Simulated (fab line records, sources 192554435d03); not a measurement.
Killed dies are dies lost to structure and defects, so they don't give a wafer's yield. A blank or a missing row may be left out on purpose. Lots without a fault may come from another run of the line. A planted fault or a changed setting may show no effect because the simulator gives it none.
fab line records | flow n5_finfet
record lots=6 wafers=18 last_day=19
route steps=1938 shown BEOL_M7@1290 PASSIVATION@1936
lots that met no fault: from a run of the same line without faults
start_h: hours from the record's first day to the start of the lot's first wafer shown | wait_h: hours since the lot's step before | " the same as in the row above | L1.1+2: a row that stands for several wafers | - no value, or no start given | * or withheld: withheld | < > ~ a bound
route shown NAME@n: a module of which the file shows steps, and the number in the route of the first | usual: mean/standard deviation of fault-free wafers | same: alike in all rows | chamber/n: place in a boat | sites: the reading at each site | _std_site: their standard deviation | _edge_site: outer sites' mean less inner sites' | radius_mm: how far each site lies from the wafer's centre | mask NAME#n: copy n | behind: the tool/chamber that last shaped the wafer | hold: why the lot was held/for how many hours/how that ended | device: the transistor (n, p or np) that didn't switch | end of line: the same wafers' tests at the end of the route | a step without rows: its recipe alone | killed: dies lost to structure and defects at the first sort, not the wafer's yield | map: a wafer's dies, x killed, . not, _ none there
set.NAME: the setting as run; set.NAME@STEP: as run at that earlier step | model.NAME: the simulator's own value behind a step, which no gauge read
lots at some steps of the route; a table a step, a row a wafer
services: from which hour (start_h, from the record's first day; less than 0 if before it) a tool's chamber was out of use, for how many hours, and why
## steps
# step N5_BEOL_M7_COAT_22
# recipe resist=CAR-EUV spin_rpm=1500 resist_thk_nm=30
# step N5_BEOL_M7_EBR_24
# recipe solvent=PGMEA ebr_width_mm=1.5
# step N5_BEOL_M7_SOFTBAKE_23
# recipe temp_c=110 time_s=60 resist=CAR-EUV
# step N5_BEOL_M7_EXPOSE_25
# recipe mask_id=V6 na=0.33 source_shape=annular sigma_inner=0.4 sigma_outer=0.8 polarization=unpolarized target_cd_nm=40 dose_mj=42.5
# step N5_BEOL_M7_PEB_26
# recipe peb_temp_c=100 peb_time_s=60 resist=CAR-EUV
# step N5_BEOL_M7_DEVELOP_27
# recipe develop_time_s=30 developer=TMAH resist=CAR-EUV rinse_liquid=surfactant_rinse dry=air_spin dev_temp_c=23
# step N5_BEOL_M7_CD_MEAS_28
# recipe target_cd_nm=40 landing_energy_ev=500 detector=se_inlens
# usual cd_nm=39.87/0.22
# columns lot.wafer tool chamber start_h wait_h cd_nm
L406.3 cd_sem-02 0 248.21 - 39.98
L406.4 " 0 " " 39.60
L406.5 " 0 " " 39.62
L409.1 cd_sem-01 0 260.37 - 39.82
L409.3 " 0 " " 39.61
L409.4 " 0 " " 39.82
L410.1 cd_sem-01 0 260.46 - 39.83
L410.3 " 0 " " 40.08
L410.6 " 0 " " 40.36
L408.1 cd_sem-01 0 268.07 - 39.87
L408.2 " 0 " " 40.13
L408.5 " 0 " " 39.97
L422.1 cd_sem-02 0 362.06 - 39.78
L422.4 " 0 " " 39.80
L422.6 " 0 " " 40.22
L425.2 cd_sem-03 0 382.92 - 39.85
L425.3 " 0 " " 40.05
L425.5 " 0 " " 39.77
# step N5_BEOL_M7_OVL_MEAS_29
# recipe points_per_wafer=522
# usual V6_OVL=-0.1/0.63
# columns lot.wafer tool chamber start_h wait_h V6_OVL[nm]
L406.3 overlay-02 0 248.25 0.0 0.3
L406.4 " 0 " " 0.5
L406.5 " 0 " " 0.2
L409.1 overlay-01 0 260.40 0.0 -0.3
L409.3 " 0 " " 0.5
L409.4 " 0 " " -0.7
L410.1 overlay-01 0 260.49 0.0 0.3
L410.3 " 0 " " 0.9
L410.6 " 0 " " 0.9
L408.1 overlay-01 0 268.10 0.0 0.3
L408.2 " 0 " " 0.5
L408.5 " 0 " " -0.4
L422.1 overlay-02 0 362.09 0.0 -0.9
L422.4 " 0 " " -1.4
L422.6 " 0 " " -1.5
L425.2 overlay-01 0 382.95 0.0 -0.8
L425.3 " 0 " " -0.4
L425.5 " 0 " " -1.0
# step N5_BEOL_M7_INSPECT_30
# recipe mode=adi inspect_instrument=brightfield
# usual raw_defect_count=370/75
# columns lot.wafer tool chamber start_h wait_h raw_defect_count
L406.3 defect_inspect-01 - 248.30 0.0 314
L406.4 " - " " 321
L406.5 " - " " 352
L409.1 defect_inspect-02 - 260.46 0.1 329
L409.3 " - " " 395
L409.4 " - " " 349
L410.1 defect_inspect-01 - 260.55 0.1 341
L410.3 " - " " 410
L410.6 " - " " 421
L408.1 defect_inspect-01 - 268.16 0.1 405
L408.2 " - " " 363
L408.5 " - " " 470
L422.1 defect_inspect-02 - 362.15 0.1 402
L422.4 " - " " 501
L422.6 " - " " 305
L425.2 defect_inspect-01 - 383.00 0.0 296
L425.3 " - " " 364
L425.5 " - " " 586
# step N5_BEOL_M7_DESCUM_33
# recipe chemistry=O2 time_s=7 source_power_w=50 bias_power_w=20 pressure_mtorr=20 rf_frequency_hz=2.712e+07 temp_c=40 resist=CAR-EUV o2_flow_sccm=225
# usual drypump_motor_current_A=5.3/0.47 oes_product_au=0.77/0.083 rf_vpp_V=243.8/1.1 showerhead_plenum_p_Torr=2.14/0.046 throttle_valve_pct=20.44/0.21
# columns lot.wafer tool chamber start_h wait_h drypump_motor_current_A oes_product_au rf_hours_counter_h rf_vpp_V showerhead_plenum_p_Torr throttle_valve_pct
L406.3 rie_diel-01 3 248.43 0.1 4.7 0.73 188 243.5 2.16 20.28
L406.4 " 1 " " 5.8 0.68 249 244.9 2.15 20.73
L406.5 " 2 " " 5.0 0.74 - 244.0 2.10 20.65
L409.1 rie_diel-01 3 260.50 0.0 4.6 0.72 192 245.5 2.16 20.27
L409.3 " 2 " " 5.0 0.74 175 242.7 2.10 20.67
L409.4 " 2 " " 4.9 0.74 - 244.2 2.10 20.67
L410.1 rie_diel-04 3 260.59 0.0 5.7 0.73 165 241.9 2.09 20.35
L410.3 " 2 " " 5.5 0.70 220 243.6 2.06 20.52
L410.6 " 3 " " 5.6 0.74 - 241.8 2.09 20.36
L408.1 rie_diel-01 2 268.19 0.0 5.0 0.74 178 243.2 2.09 20.66
L408.2 " 0 " " 5.5 0.73 171 244.6 2.18 20.28
L408.5 " 3 " " 4.6 0.72 - 245.1 2.16 20.30
L422.1 rie_diel-04 2 362.25 0.1 5.5 0.68 248 243.5 2.05 20.58
L422.4 " 1 " " 6.1 0.89 28 244.8 2.23 20.21
L422.6 " 1 " " 6.1 0.89 - 243.4 2.23 20.22
L425.2 rie_diel-04 0 383.04 0.0 6.1 0.88 51 242.8 2.13 20.50
L425.3 " 3 " " 5.6 0.71 200 243.5 2.08 20.38
L425.5 " 3 " " 5.7 0.70 - 242.2 2.08 20.40
# step N5_BEOL_M7_ETCH_72
# recipe chemistry=N2/H2 target=underlayer target_depth_a=65 mask_material=CAR-EUV time_s=5.2 ion_energy_ev=200 pressure_mtorr=30 source_w=840 bias_w=150 n2_flow_sccm=200 h2_flow_sccm=200 ends=cleared
# usual bias_w=150.0/0.4 drypump_motor_current_A=5.3/0.46 etch_rf_on_time_s=5.21/0.082 n2_flow_sccm=200.1/0.54 oes_product_au=0.65/0.07 rf_vpp_V=525.5/2 showerhead_plenum_p_Torr=2.61/0.061 throttle_valve_pct=17.87/0.22
# columns lot.wafer tool chamber start_h wait_h bias_w drypump_motor_current_A etch_rf_on_time_s n2_flow_sccm oes_product_au rf_hours_counter_h rf_vpp_V showerhead_plenum_p_Torr throttle_valve_pct
L406.3 rie_diel-01 3 248.47 0.0 150.7 4.7 5.25 199.8 0.62 188 526.2 2.64 17.71
L406.4 " 1 " " 149.7 5.8 5.25 200.7 0.58 249 525.4 2.61 18.25
L406.5 " 2 " " 150.1 4.9 5.13 199.6 0.64 - 522.5 2.53 17.99
L409.1 rie_diel-01 3 260.53 0.0 149.8 4.6 5.30 200.1 0.62 192 526.5 2.63 17.71
L409.3 " 2 " " 149.2 5.0 5.17 199.9 0.62 175 523.9 2.53 18.00
L409.4 " 2 " " 150.6 5.0 5.16 199.9 0.64 - 524.7 2.53 17.99
L410.1 rie_diel-04 3 260.62 0.0 150.7 5.7 5.21 199.9 0.62 165 525.3 2.53 17.76
L410.3 " 2 " " 149.9 5.5 5.40 200.0 0.59 220 524.1 2.51 17.99
L410.6 " 3 " " 150.5 5.7 5.18 199.8 0.63 - 522.4 2.53 17.77
L408.1 rie_diel-01 2 268.23 0.0 149.8 5.0 5.15 199.4 0.64 178 525.2 2.53 18.01
L408.2 " 0 " " 150.2 5.5 5.12 200.6 0.63 171 524.9 2.64 17.72
L408.5 " 3 " " 150.6 4.7 5.33 200.4 0.60 - 526.7 2.63 17.70
L422.1 rie_diel-04 2 362.28 0.0 151.1 5.5 5.37 200.7 0.57 248 525.6 2.50 18.04
L422.4 " 1 " " 149.9 6.1 5.20 200.6 0.76 28 529.7 2.71 17.61
L422.6 " 1 " " 149.8 6.1 5.22 199.5 0.75 - 527.8 2.71 17.58
L425.2 rie_diel-04 0 383.07 0.0 149.7 6.1 5.27 200.0 0.74 51 525.5 2.59 17.90
L425.3 " 3 " " 150.6 5.6 5.12 199.9 0.62 200 525.8 2.52 17.85
L425.5 " 3 " " 150.6 5.6 5.24 200.2 0.62 - 522.3 2.52 17.83
# step N5_BEOL_M7_ETCH_65
# recipe chemistry=CF4 target=SiARC target_depth_a=156 mask_material=CAR-EUV time_s=26 ion_energy_ev=80 pressure_mtorr=40 source_w=545 bias_w=36 Ar_flow_sccm=100 cf4_flow_sccm=100 ends=cleared
# usual bias_w=35.99/0.096 drypump_motor_current_A=5.3/0.46 etch_rf_on_time_s=26.0/0.37 oes_product_au=0.66/0.07 rf_vpp_V=184.7/1 showerhead_plenum_p_Torr=2.19/0.047 throttle_valve_pct=15.62/0.19
# columns lot.wafer tool chamber start_h wait_h bias_w drypump_motor_current_A etch_rf_on_time_s oes_product_au rf_hours_counter_h rf_vpp_V showerhead_plenum_p_Torr throttle_valve_pct
L406.3 rie_diel-01 3 248.48 0.0 35.98 4.6 26.4 0.62 188 184.5 2.22 15.53
L406.4 " 1 " " 36.01 5.8 26.5 0.59 249 185.1 2.20 15.99
L406.5 " 2 " " 36.13 5.0 25.8 0.64 - 183.5 2.14 15.79
L409.1 rie_diel-01 3 260.55 0.0 36.09 4.6 26.0 0.61 193 185.3 2.22 15.56
L409.3 " 2 " " 35.85 5.0 25.7 0.63 175 184.3 2.14 15.81
L409.4 " 2 " " 35.95 5.0 26.0 0.63 - 183.8 2.14 15.80
L410.1 rie_diel-04 3 260.64 0.0 36.06 5.7 25.5 0.64 165 184.4 2.14 15.55
L410.3 " 2 " " 35.94 5.5 26.5 0.59 220 183.5 2.12 15.76
L410.6 " 3 " " 35.94 5.6 25.4 0.64 - 184.6 2.14 15.52
L408.1 rie_diel-01 2 268.24 0.0 35.97 5.0 25.7 0.64 178 184.9 2.13 15.81
L408.2 " 0 " " 35.98 5.5 25.7 0.63 171 184.3 2.22 15.47
L408.5 " 3 " " 35.92 4.6 26.3 0.62 - 185.7 2.21 15.55
L422.1 rie_diel-04 2 362.30 0.0 36.00 5.4 26.6 0.58 248 183.2 2.11 15.83
L422.4 " 1 " " 36.19 6.1 25.9 0.76 28 185.3 2.27 15.37
L422.6 " 1 " " 36.21 6.1 25.6 0.77 - 185.0 2.27 15.35
L425.2 rie_diel-04 0 383.09 0.0 35.88 6.1 26.4 0.74 51 182.9 2.17 15.55
L425.3 " 3 " " 36.04 5.6 25.8 0.62 200 184.1 2.12 15.61
L425.5 " 3 " " 36.01 5.6 25.8 0.61 - 184.1 2.12 15.60
# step N5_BEOL_M7_ETCH_66
# recipe chemistry=N2/H2 target=SOC target_depth_a=800 overetch_a=160 mask_material=SiARC temp_c=40 time_s=120 ion_energy_ev=200 pressure_mtorr=30 source_w=840 bias_w=150 n2_flow_sccm=200 h2_flow_sccm=200
# usual bias_w=149.9/0.41 drypump_motor_current_A=5.3/0.46 n2_flow_sccm=200.1/0.69 oes_product_au=0.59/0.061 rf_vpp_V=525.6/1.8 showerhead_plenum_p_Torr=2.61/0.061 throttle_valve_pct=17.83/0.22
# columns lot.wafer tool chamber start_h wait_h bias_w drypump_motor_current_A n2_flow_sccm oes_product_au rf_hours_counter_h rf_vpp_V showerhead_plenum_p_Torr throttle_valve_pct model.SiARC_of_BEOL_M7_COAT_64.thk_nm
L406.3 rie_diel-01 3 248.51 0.0 150.0 4.7 199.7 0.55 188 526.6 2.64 17.67 6.4
L406.4 " 1 " " 149.5 5.8 199.6 0.53 249 524.6 2.61 18.22 6.6
L406.5 " 2 " " 150.4 5.0 199.7 0.57 - 523.3 2.53 17.94 6.4
L409.1 rie_diel-01 3 260.58 0.0 150.1 4.7 199.9 0.55 193 525.5 2.63 17.68 6.4
L409.3 " 2 " " 130.9 5.0 199.2 0.57 175 482.2 2.53 17.93 7.2
L409.4 " 2 " " 131.3 5.0 198.1 0.57 - 481.9 2.53 17.93 7.4
L410.1 rie_diel-04 3 260.67 0.0 149.9 5.7 200.3 0.57 165 523.8 2.53 17.72 6.4
L410.3 " 2 " " 150.4 5.5 199.7 0.54 220 522.1 2.51 17.95 6.6
L410.6 " 3 " " 149.7 5.7 199.7 0.57 - 525.0 2.53 17.74 6.4
L408.1 rie_diel-01 2 268.27 0.0 131.4 5.0 199.9 0.56 178 482.2 2.53 17.96 7.4
L408.2 " 0 " " 149.6 5.5 201.5 0.57 171 526.2 2.64 17.68 6.4
L408.5 " 3 " " 150.7 4.7 200.2 0.55 - 526.3 2.63 17.67 6.6
L422.1 rie_diel-04 2 362.33 0.0 149.2 5.5 199.1 0.52 248 522.5 2.50 17.99 6.6
L422.4 " 1 " " 150.5 6.1 199.3 0.68 28 527.4 2.71 17.53 6.4
L422.6 " 1 " " 150.8 6.1 199.4 0.68 - 526.7 2.71 17.53 6.4
L425.2 rie_diel-04 0 383.12 0.0 150.1 6.1 200.0 0.67 51 524.9 2.59 17.86 6.4
L425.3 " 3 " " 149.8 5.7 200.1 0.55 200 523.6 2.51 17.79 6.4
L425.5 " 3 " " 149.2 5.6 199.5 0.55 - 523.0 2.52 17.78 6.4
# step N5_BEOL_M7_STRIP_69
# recipe chemistry=N2/H2 temp_c=40 n2_flow_sccm=200 h2_flow_sccm=200 rf_frequency_hz=6e+07
# step N5_PASSIVATION_PROBE_49
# usual defect_limited_yield=90.9/1.3 killed_at_M0_to_M3=36/11 killed_at_M4_up=13/5.1 killed_at_contacts=14/4.9 killed_at_front_end=41/10 killed_at_other=3.4/2.6 killed_dies=107/16 killed_open=70/11 killed_short=36/7.8 sort_bin_5_function=5.4/0.84 sort_bin_6_memory=3.4/0.67 sort_n_pass=1073/16 sort_yield_pct=90.9/1.3
# same gross_dies=1180 killed_at_back_side=0 sort_bin_4_leakage[%]=0 sort_bin_8_speed[%]=0
# columns lot.wafer tool chamber start_h wait_h defect_limited_yield[%] killed_at_M0_to_M3 killed_at_M4_up killed_at_contacts killed_at_front_end killed_at_other killed_dies killed_open killed_short sort_bin_5_function[%] sort_bin_6_memory[%] sort_n_pass sort_yield_pct[%]
L409.1 prober-01 - 341.52 0.0 91.3 40 3 23 32 5 103 73 30 5.8 2.8 1077 91.3
L409.3 prober-01 - 341.62 0.1 90.4 43 13 9 40 8 113 70 42 5.6 3.6 1067 90.4
L409.4 prober-01 - 341.67 0.2 90.8 38 18 11 38 3 108 73 33 5.3 3.7 1072 90.8
# killed by level:class
L409.1 MOL_CONTACT_COAG:geometric_particle:open=20 BEOL_M3:geometric_particle:open=18 FIN_SAQP:geometric_particle:open=7 GATE_CUT:geometric_particle:open=6 BEOL_M2:geometric_particle:open=5 DUMMY_GATE:geometric_particle:open=4 BEOL_M0_SAQP:geometric_particle:short=4 BEOL_M1:geometric_particle:open=4
L409.3 BEOL_M3:geometric_particle:open=12 FIN_SAQP:geometric_particle:short=11 BEOL_M0_SAQP:geometric_particle:open=8 MOL_CONTACT_COAG:geometric_particle:open=7 BEOL_M2:geometric_particle:open=6 MIM_TOP:geometric_particle:short=6 DUMMY_GATE:geometric_particle:open=5 GATE_CUT:geometric_particle:open=5
L409.4 BEOL_M3:geometric_particle:open=9 MOL_CONTACT_COAG:geometric_particle:open=8 BEOL_M4:geometric_particle:open=7 FIN_SAQP:geometric_particle:open=6 DUMMY_GATE:geometric_particle:open=6 BEOL_M3:geometric_particle:short=6 BEOL_M2:geometric_particle:open=5 BEOL_M0_SAQP:geometric_particle:open=5
## services
# columns tool chamber start_h hours kind
rie_diel-04 1 237.23 - clean
rie_diel-04 1 237.23 - consumable_replace:focus_ring
rie_diel-04 1 237.23 - consumable_replace:showerhead
rie_diel-04 1 237.23 24.6 scheduled_down
rie_diel-04 1 237.23 24.6 vent_cycle
rie_diel-01 1 251.59 - clean
rie_diel-01 1 251.59 - consumable_replace:focus_ring
rie_diel-01 1 251.59 17.7 scheduled_down
rie_diel-01 1 251.59 17.7 vent_cycle
rie_diel-01 1 291.76 3.0 repair
rie_diel-01 3 342.61 28.4 repair
rie_diel-01 - 343.93 0.2 repair
rie_diel-04 2 369.75 - clean
rie_diel-04 2 369.75 - consumable_replace:focus_ring
rie_diel-04 2 369.75 20.7 scheduled_down
rie_diel-04 2 369.75 20.7 vent_cycle
## key
first_sign step=N5_BEOL_M7_ETCH_66 reading=bias_w direction=down sigmas=45 usual=* struck=*
effect step=N5_BEOL_M7_ETCH_66 reading=rf_vpp_V direction=down sigmas=24 usual=525.6 struck=482.1
model_effect step=N5_BEOL_M7_ETCH_66 value=SiARC_of_BEOL_M7_COAT_64.thk_nm without=6.467 struck=7.333
met_at N5_BEOL_M7_ETCH_66
struck_wafers L408.1,L409.3,L409.4
onset_between 248.51 260.58
fault kind=process_parameter_drift tool=rie_diel-01 chamber=2 onset_h=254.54 steps=N5_BEOL_M7_ETCH_66 channel=bias_w offset=* shape=step end_h=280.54 acts_in=* stated=*
